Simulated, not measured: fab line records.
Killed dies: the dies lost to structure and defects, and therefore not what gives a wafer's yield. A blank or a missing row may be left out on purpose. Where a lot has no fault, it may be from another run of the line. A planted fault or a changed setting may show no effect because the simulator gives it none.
Split-lot study -- flow n5 finfet -- on a route of 1938 steps: 7 lots, 39 wafers read

== ON THE SPLIT ==
At N5_BEOL_M8_HM_DEP_02 (deposits TiN, target thk 20 nm), the setting target thk a was moved away from the recipe's 200 angstrom on 6 of the 39 wafers read, by -45.8% to -18.6%. For the rest of the wafers, this setting stayed at what the recipe calls for.

== FROM THE SPLIT TO THE READING: what the file shows between them, 4 steps ==
- N5_BEOL_M8_COAT_59: time 60 s, resist thk 100 nm
- N5_BEOL_M8_COAT_60: time 60 s, resist thk 35 nm
- N5_BEOL_M8_STRIP_68: strips in N2/H2
- N5_BEOL_M8_STRIP_67: strips in CF4

== THE READING ==
oes product au, in a.u., at N5_BEOL_M8_HM_OPEN_17 (chemistry Cl2/BCl3, target TiN, target depth 20 nm, overetch 6 nm). On this fab line, fault-free wafers typically give 0.70 a.u. with a standard deviation of 0.087 a.u.

wafer,"tool, chamber at the split","target thk a as run, angstrom",against the recipe,"oes product au, a.u.",against lot-mates on the recipe
L075.1,"pvd sputter-03, -",200,recipe,0.66,-
L075.2,"pvd sputter-03, -",200,recipe,0.65,-
L075.3,"pvd sputter-03, -",162.9,-18.6%,0.59,-0.06
L075.4,"pvd sputter-03, -",162.9,-18.6%,0.59,-0.06
L075.5,"pvd sputter-03, -",162.9,-18.6%,0.59,-0.06
L075.6,"pvd sputter-03, -",200,recipe,0.65,-
L084.2,"pvd sputter-02, -",200,recipe,0.66,-
L084.4,"pvd sputter-02, -",200,recipe,0.65,-
L084.6,"pvd sputter-02, -",200,recipe,0.64,-
L086.1,"pvd sputter-03, -",200,recipe,0.65,-
L086.2,"pvd sputter-03, -",200,recipe,0.64,-
L086.3,"pvd sputter-03, -",200,recipe,0.64,-
L086.4,"pvd sputter-03, -",200,recipe,0.65,-
L086.5,"pvd sputter-03, -",200,recipe,0.63,-
L086.6,"pvd sputter-03, -",200,recipe,0.64,-
L089.1,"pvd sputter-01, -",200,recipe,0.64,-
L089.2,"pvd sputter-01, -",200,recipe,0.64,-
L089.3,"pvd sputter-01, -",200,recipe,0.65,-
L089.4,"pvd sputter-01, -",200,recipe,0.64,-
L089.5,"pvd sputter-01, -",200,recipe,0.64,-
L089.6,"pvd sputter-01, -",200,recipe,0.65,-
L090.1,"pvd sputter-02, -",200,recipe,0.76,-
L090.2,"pvd sputter-02, -",200,recipe,0.83,-
L090.3,"pvd sputter-02, -",200,recipe,0.77,-
L090.4,"pvd sputter-02, -",200,recipe,0.82,-
L090.5,"pvd sputter-02, -",200,recipe,0.83,-
L090.6,"pvd sputter-02, -",200,recipe,0.76,-
L092.1,"pvd sputter-03, -",108.4,-45.8%,0.57,-0.23
L092.2,"pvd sputter-03, -",200,recipe,0.80,-
L092.3,"pvd sputter-03, -",108.4,-45.8%,0.57,-0.23
L092.4,"pvd sputter-03, -",200,recipe,0.80,-
L092.5,"pvd sputter-03, -",108.4,-45.8%,0.57,-0.23
L092.6,"pvd sputter-03, -",200,recipe,0.80,-
L094.1,"pvd sputter-02, -",200,recipe,0.68,-
L094.2,"pvd sputter-02, -",200,recipe,0.71,-
L094.3,"pvd sputter-02, -",200,recipe,0.71,-
L094.4,"pvd sputter-02, -",200,recipe,0.67,-
L094.5,"pvd sputter-02, -",200,recipe,0.67,-
L094.6,"pvd sputter-02, -",200,recipe,0.71,-

FIT RESULTS
A straight line over all 39 wafers: oes product au changes by +0.00308 a.u. for each +1% of target thk a; r = +0.53; the points scatter about the line by 0.064 a.u.
The same after taking each lot's own level away (the mean of its wafers on the recipe; 39 wafers): +0.00483 a.u. for each +1%; r = +0.96; scatter 0.017 a.u.
According to that fit, moving target thk a by its largest amount changes the reading by 0.22 a.u.
Across the lots, their own levels run from 0.642 to 0.800 a.u., a range of 1.8 times the standard deviation given above.
So the lot-to-lot level blurs the effect unless lot-mates are compared.
Check: -0.216 a.u. against its lot-mates is what the line predicts for one of the wafers moved furthest among these (-45.8%) when that wafer is left out of the fit. It came out at -0.23 a.u. against them.

== OTHER SPLITS APPLIED TO THESE WAFERS ==
These wafers also went through other splits before the reading. Each is held against what the fit with the lots' levels taken away leaves over:
other split on the same wafers,wafers away from the commonest value,r with oes product au (lot level and that fit taken away)
N5_ZERO_LAYER_PECVD_02 time s,15,-0.13
N5_FIN_SAQP_ETCH_65 time s,15,-0.13
N5_SD_EPI_N_ETCH_16 target depth a,15,+0.06
N5_MOL_CONTACT_COAG_PRECLEAN_111 time s,9,-0.12
N5_BEOL_M2_ILD_DEP_00 target thk a,12,-0.29
N5_BEOL_M3_DEP_57 time s,18,+0.30
N5_BEOL_M5_DESCUM_16 time s,18,-0.01

== THE WHOLE CHAIN: every reading that the file lists as answering this split, in the file's order ==
step,what it does,reading,change (the file's fit),r (the file's)
N5_BEOL_M8_HM_DEP_02,"deposits TiN, target thk 20 nm","TiN_of_BEOL_M8_HM_DEP_02.thk nm (the simulator's own value, which no gauge read)",+0.197 nm for each +1% of the setting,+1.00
N5_BEOL_M8_HM_OPEN_17,"chemistry Cl2/BCl3, target TiN, target depth 20 nm, overetch 6 nm",oes product au,+0.00481 a.u. for each +1% of the setting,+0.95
N5_BEOL_M8_HM_OPEN_17,"chemistry Cl2/BCl3, target TiN, target depth 20 nm, overetch 6 nm","etch.depth nm (the simulator's own value, which no gauge read)",+0.196 nm for each +1% of the setting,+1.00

== FILE'S OWN FIT ==
oes product au changes by +0.00481 a.u. for each +1% of target thk a, r = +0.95.
